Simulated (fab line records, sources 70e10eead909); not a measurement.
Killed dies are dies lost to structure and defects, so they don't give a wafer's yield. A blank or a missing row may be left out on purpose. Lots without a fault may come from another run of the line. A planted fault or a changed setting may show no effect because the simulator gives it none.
A struck lot beside a sound one | flow nand_harc | 14 steps out of a route of 1159
Sound: wafers L304.4, L304.5, L304.6. Struck: wafers L319.3, L319.4, L319.5. The cause comes at the end.
At each step with rows: each side's tool, then ch and its chambers, then its first start. Under that, the readings that differ: sound wafers | struck wafers | difference of the means | sigmas: that difference in standard deviations of wafers without a fault.
alike: readings whose means differ by less than 2 such deviations, and words and numbers that are the same on both sides. not compared: withheld readings, readings that some wafer has no value for, bounds like >300 that may hide the same value, and numbers for which the record gives no deviation and whose values overlap.
The two part at a step that has a row with sigmas, a row that says differs or no value, or rows on one side only. Numbers that don't overlap but have no deviation are shown without sigmas and don't part them. A reading that every wafer of one side lacks parts them only if that side has two wafers or more.

first, 3 steps without rows for these wafers: NHARC_A_CHANNEL_HOLE_D1_STRIP_41 (strips in N2/H2); NHARC_A_CHANNEL_HOLE_D1_STRIP_42 (strips in CF4/CHF3); NHARC_A_CHANNEL_HOLE_D1_STRIP_43 (strips in O2/COS).
NHARC_A_CHANNEL_HOLE_D1_ETCH_44: etches the open film in CF4/O2, target depth 140 nm, overetch 14 nm, time 77 s.
  sound on rie_diel-03 ch 0,1,3, day 9 20:00; struck on rie_diel-03 ch 2,3, day 13 01:50
  alike: chamber_pressure_mTorr, drypump_motor_current_A, oes_o_777_au, oes_product_au, rf_vpp_V, showerhead_plenum_p_Torr, throttle_valve_pct
  not compared: rf_hours_counter_h
NHARC_A_CHANNEL_HOLE_D1_STRIP_27: strips in O2.
  sound on rie_diel-03 ch 0,1,2; struck on rie_diel-03 ch 0,2
  alike: chamber_pressure_mTorr, drypump_motor_current_A, oes_product_au, rf_vpp_V, showerhead_plenum_p_Torr, throttle_valve_pct
  not compared: rf_hours_counter_h
then, 2 steps without rows for these wafers: NHARC_A_CHANNEL_HOLE_D1_PRECLEAN_28 (cleans in SC1); NHARC_A_CHANNEL_HOLE_D1_SRD_29.
NHARC_A_CHANNEL_HOLE_D1_CD_MEAS_30:
  sound on cd_sem-03, day 9 20:47; struck on cd_sem-02, day 13 02:38
  alike: cd_nm
NHARC_A_CHANNEL_HOLE_D1_XSEM_31:
  sound on xsem-01 ch 0, day 9 20:52; struck on xsem-01 ch 0, day 13 02:43
  alike: bot_cd_nm, bow_nm, tilt_deg
NHARC_A_CHANNEL_HOLE_D1_INSPECT_40:
  sound on defect_inspect-01, day 9 20:58; struck on defect_inspect-01, day 13 02:49
  alike: raw_defect_count
then, 2 steps without rows for these wafers: NHARC_A_CHANNEL_FILL_D1_PRECLEAN_00 (cleans in SC1); NHARC_A_CHANNEL_FILL_D1_SRD_01.
NHARC_A_CHANNEL_FILL_D1_ALD_02: deposits SiO2, target thk 6 nm, pulse time 10 s, ald cycles 60.
  sound on ald_hk-02 ch 0,3, day 9 21:14; struck on ald_hk-01 ch 0,1, day 13 03:01
  no value came back on the struck wafers for ald_cycles, heater_power_outer_w (W), heater_power_w (W), precursor_pulse_height_rel; on the sound wafers ald_cycles reads 60 60 60
NHARC_A_CHANNEL_FILL_D1_ALD_03: deposits SiNx, target thk 6 nm, pulse time 60 s, ald cycles 58.
  sound on ald_sin_batch-01 ch 0; struck on ald_sin_batch-01 ch 0
  alike: chamber_pressure_Torr, precursor_pulse_height_rel

WHERE THEY PART
Only at NHARC_A_CHANNEL_FILL_D1_ALD_02, within this record. Later steps at which nothing parts them and some readings are alike: NHARC_A_CHANNEL_FILL_D1_ALD_03.

WHY: what the simulator had put in
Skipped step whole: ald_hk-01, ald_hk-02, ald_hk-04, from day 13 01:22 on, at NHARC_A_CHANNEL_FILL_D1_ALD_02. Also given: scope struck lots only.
